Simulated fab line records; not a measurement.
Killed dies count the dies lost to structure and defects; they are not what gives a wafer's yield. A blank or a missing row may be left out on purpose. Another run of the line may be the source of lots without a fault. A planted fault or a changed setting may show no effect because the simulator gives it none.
Which of the tools did it? -- flow nand harc -- 13 lots, 39 wafers sampled, at 2 steps of a route of 1302

## WHAT EACH GAUGE READ, for each wafer
NHARC_A_SGD_CUT_INSPECT_25. Usual: raw defect count at 401, with a standard deviation of 94.
lot,measured,on,raw defect count,flag
L489,day 19 20:47,defect inspect-01,510 473 363,
L491,day 20 07:15,defect inspect-01,447 426 697,
L493,day 21 03:48,defect inspect-01,380 507 459,
L494,day 22 00:30,defect inspect-01,399 468 547,
L496,day 22 20:42,defect inspect-02,397 419 305,
L495,day 23 01:12,defect inspect-02,473 480 377,
L500,day 23 10:19,defect inspect-01,402 462 402,
L498,day 23 10:11,defect inspect-02,333 283 277,
L504,day 25 11:55,defect inspect-02,386 406 343,
L505,day 25 16:37,defect inspect-02,316 521 301,
L506,day 26 21:13,defect inspect-01,352 477 381,
L511,day 28 15:17,defect inspect-01,446 463 514,
L512,day 29 06:43,defect inspect-01,330 348 350,

## EACH LOT AND THE TOOL THAT RAN IT (in order: tool; ch and the chambers of the sampled wafers; start)
lot,NHARC_A_SGD_CUT_ETCH_15
L489,"rie diel-08 ch 0,1, day 19 14:14"
L491,"rie diel-08 ch 0,1, day 20 07:15 or earlier"
L493,"rie diel-13 ch 2,3, day 21 03:48 or earlier"
L494,"rie diel-12 ch 0,1,3, day 22 00:30 or earlier"
L496,"rie diel-12 ch 0,1,3, day 22 20:42 or earlier"
L495,"rie diel-08 ch 0,1,2, day 23 01:12 or earlier"
L500,"rie diel-13 ch 0,2,3, day 23 10:19 or earlier"
L498,"rie diel-08 ch 1,2, day 23 10:11 or earlier"
L504,"rie diel-13 ch 1,2,3, day 25 11:55 or earlier"
L505,"rie diel-08 ch 1,2,3, day 25 16:37 or earlier"
L506,"rie diel-08 ch 0,3, day 26 21:13 or earlier"
L511,"rie diel-13 ch 0,1,3, day 28 15:17 or earlier"
L512,"rie diel-08 ch 0,2,3, day 29 06:43 or earlier"
- NHARC_A_SGD_CUT_ETCH_15: etches the open film in CH3F/O2, target depth 75 nm, time 64.3 s.

## WHAT THE TOOLS THEMSELVES READ (means of the sampled wafers that have a number; where no wafer has one, the mark that the record gives instead)
NHARC_A_SGD_CUT_ETCH_15. Usual: for ch3f flow sccm, 50.02 sccm with a standard deviation of 0.14; for drypump motor current A, 5.8 A with a standard deviation of 0.5; for mfc ar sccm, 200.0 sccm with a standard deviation of 0.57; for oes product au, 0.964 a.u. with a standard deviation of 0.019; for rf vpp V, 263.6 V with a standard deviation of 2.2; for showerhead plenum p Torr, 2.44 Torr with a standard deviation of 0.14; for throttle valve pct, 20.664 % with a standard deviation of 0.01.
lot,tool,ch3f flow sccm (sccm),drypump motor current A (A),mfc ar sccm (sccm),oes product au (a.u.),rf vpp V (V),showerhead plenum p Torr (Torr),throttle valve pct (%),flag
L489,rie diel-08,49.98,5.4,200.1,1.003,263.3,2.43,20.673,
L491,rie diel-08,50.08,5.7,200.2,0.990,264.9,2.53,20.660,
L493,rie diel-13,50.08,5.1,200.3,0.952,263.2,2.36,20.662,
L494,rie diel-12,50.12,6.0,200.3,0.974,263.6,2.47,20.666,
L496,rie diel-12,50.05,6.0,199.4,0.978,264.0,2.47,20.665,
L495,rie diel-08,50.01,5.7,200.1,0.977,264.8,2.50,20.669,
L500,rie diel-13,49.97,5.5,200.2,0.969,264.0,2.46,20.665,
L498,rie diel-08,50.00,6.0,199.5,0.968,266.5,2.61,20.667,
L504,rie diel-13,49.98,5.3,199.8,0.939,261.7,2.34,20.659,
L505,rie diel-08,49.96,6.2,200.2,0.959,264.4,2.49,20.668,
L506,rie diel-08,49.99,5.6,199.9,0.977,261.4,2.31,20.670,
L511,rie diel-13,50.03,5.8,200.4,0.961,263.6,2.43,20.664,
L512,rie diel-08,50.10,5.9,200.2,0.963,263.0,2.38,20.663,

## THE ANSWER, worked out from the rows above alone
Rule: a lot counts as off when the mean over its wafers that have a number is more than 3 standard deviations away from the usual mean. A lot without any number at a reading at which 4 lots or more have one is off too. Where the step has rows for the other lots, those lots are counted as sound. The gauges are gone through in route order, then the tools' own readings, and for those a lot's mean is taken as printed above. The first step at which some lot is off is used, and at that step the reading that is off furthest; a lot without a number counts as furthest.
No lot is off at any reading shown: from this, nothing can be told.

## WHAT WAS PUT IN BY THE SIMULATOR
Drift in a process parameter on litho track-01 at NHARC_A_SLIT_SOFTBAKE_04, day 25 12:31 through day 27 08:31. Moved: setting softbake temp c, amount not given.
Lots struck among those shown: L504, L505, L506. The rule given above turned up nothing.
